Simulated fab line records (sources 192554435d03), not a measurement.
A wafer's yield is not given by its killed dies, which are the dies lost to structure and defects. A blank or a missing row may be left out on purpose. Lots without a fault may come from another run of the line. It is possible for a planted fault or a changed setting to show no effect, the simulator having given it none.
Which tool did it? | flow n5-finfet | 12 lots, 36 wafers sampled, at 3 steps of a route of 1938

WHAT EACH GAUGE READ, for each wafer
N5_BEOL_M5_CD_MEAS_35: target cd 28 nm, target cd y 24 nm.
lot  | measured     | on        | cd-nm (nm)
L077 | day 8 10:26  | cd-sem-02 | 28.18 28.21 27.73
L076 | day 8 16:17  | cd-sem-02 | 28.26 28.23 28.19
L080 | day 9 13:50  | cd-sem-03 | 27.81 27.77 28.05
L081 | day 9 21:01  | cd-sem-01 | 27.75 27.81 27.35
L083 | day 10 01:48 | cd-sem-03 | 27.69 27.89 27.90
L085 | day 10 22:53 | cd-sem-01 | 27.81 27.92 28.00
L087 | day 11 13:01 | cd-sem-02 | 28.17 28.46 27.73
L090 | day 11 22:33 | cd-sem-02 | 28.10 28.27 27.82
L091 | day 12 10:11 | cd-sem-01 | 28.38 28.32 28.07
L093 | day 12 21:25 | cd-sem-01 | 27.61 27.64 27.84
L095 | day 13 09:17 | cd-sem-02 | 27.71 27.34 28.16
L097 | day 14 00:23 | cd-sem-01 | 27.79 27.99 28.09

WHAT TOOL EACH LOT RAN ON (gives the tool, then ch and the chambers of the sampled wafers, and finally the start)
lot  | N5_BEOL_M4_SURFACE_TREAT_85  | N5_BEOL_M5_TRENCH_ETCH_37
L077 | pvd-sputter-03, day 8 01:58  | rie-diel-01 ch 1,2, day 8 10:26 or earlier
L076 | pvd-sputter-02, day 8 06:49  | rie-diel-01 ch 0,1,2, day 8 16:17 or earlier
L080 | pvd-sputter-03, day 9 06:28  | rie-diel-05 ch 0,1,2, day 9 13:50 or earlier
L081 | pvd-sputter-03, day 9 10:16  | rie-diel-05 ch 1,2,3, day 9 21:01 or earlier
L083 | pvd-sputter-03, day 9 14:52  | rie-diel-01 ch 2,3, day 10 01:48 or earlier
L085 | pvd-sputter-02, day 10 14:39 | rie-diel-01 ch 0,2, day 10 22:53 or earlier
L087 | pvd-sputter-01, day 11 03:28 | rie-diel-03 ch 1,3, day 11 13:01 or earlier
L090 | pvd-sputter-01, day 11 12:33 | rie-diel-03 ch 1,3, day 11 22:33 or earlier
L091 | pvd-sputter-03, day 12 01:14 | rie-diel-01 ch 0,1, day 12 10:11 or earlier
L093 | pvd-sputter-02, day 12 13:56 | rie-diel-05 ch 0,2,3, day 12 21:25 or earlier
L095 | pvd-sputter-01, day 12 22:05 | rie-diel-05 ch 0,1,2, day 13 09:17 or earlier
L097 | pvd-sputter-03, day 13 15:11 | rie-diel-05 ch 0,1,2, day 14 00:23 or earlier
- N5_BEOL_M4_SURFACE_TREAT_85
- N5_BEOL_M5_TRENCH_ETCH_37: etches SiCOH lowk in C4F6/O2, target depth 71.652 nm, time 24.7 s.

THE ANSWER, worked out from the rows above alone
Rule: the usual values come from the lots themselves. Put in order of their means at a reading, lots are off if they are a third of the lots or fewer, leave a main group of 4 or more, and stand apart from it by a gap of 3 or more times the standard deviation of the main group's means; of several such gaps the widest counts. If all means in a main group match to the digits the tables above print for the reading, that group is not used. Also off: a lot with no number at a reading for which 4 or more lots have one. Any other lot the step has rows for is counted as sound.
None of the lots is off at any reading shown; this tells nothing.

WHAT THE SIMULATOR PUT IN
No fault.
